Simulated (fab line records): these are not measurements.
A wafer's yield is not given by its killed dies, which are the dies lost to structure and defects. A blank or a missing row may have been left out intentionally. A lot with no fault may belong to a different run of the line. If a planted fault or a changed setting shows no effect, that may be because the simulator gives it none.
Matching of chambers -- flow n5_finfet -- 4 sister chambers for N5_BEOL_M12_VIA_ETCH_16 on rie_diel-06
The step etches SiOC in C4F8/O2/Ar, target depth 724.8 nm. 8 wafers are shown with their chamber, then 7 later ones without.

## EACH WAFER AND ITS CHAMBER
wafer,chamber,throttle_valve_pct (%),showerhead_plenum_p_Torr (Torr)
L079.4,0,24.24,3.35
L083.4,1,24.49,3.27
L083.6,1,24.46,3.27
L086.6,2,24.07,3.40
L084.1,2,24.07,3.40
L084.2,0,24.25,3.34
L088.4,3,24.52,3.34
L088.5,3,24.52,3.34

## WAFERS MISSING THEIR CHAMBER
wafer,throttle_valve_pct (%),showerhead_plenum_p_Torr (Torr)
L088.6,24.26,3.34
L092.2,24.29,3.33
L092.4,24.10,3.39
L092.6,24.26,3.33
L094.1,24.10,3.39
L094.2,24.54,3.34
L094.4,24.51,3.26

## CHAMBER TAKEN BY EACH
wafer,from the rows above,in truth
L088.6,0,0
L092.2,0,0
L092.4,2,2
L092.6,0,0
L094.1,2,2
L094.2,3,3
L094.4,1,1
7 of 7 placed correctly. From these rows, 0 cannot be placed. 0 placed wrongly.
How it was worked out, from the rows above alone: a wafer's distance from a chamber is the root of the sum, over the readings, of the square of ((its reading less the chamber's mean) divided by the reading's scatter). If the next closest chamber is less than 2 further off than the closest, the wafer can't be placed; otherwise it belongs to the closest. Each chamber's mean is taken over the wafers shown for it. How the scatter is found: for the shown wafers, subtract from each reading the mean of its chamber, square and add these, divide the total by (wafers less chambers), then take the root.
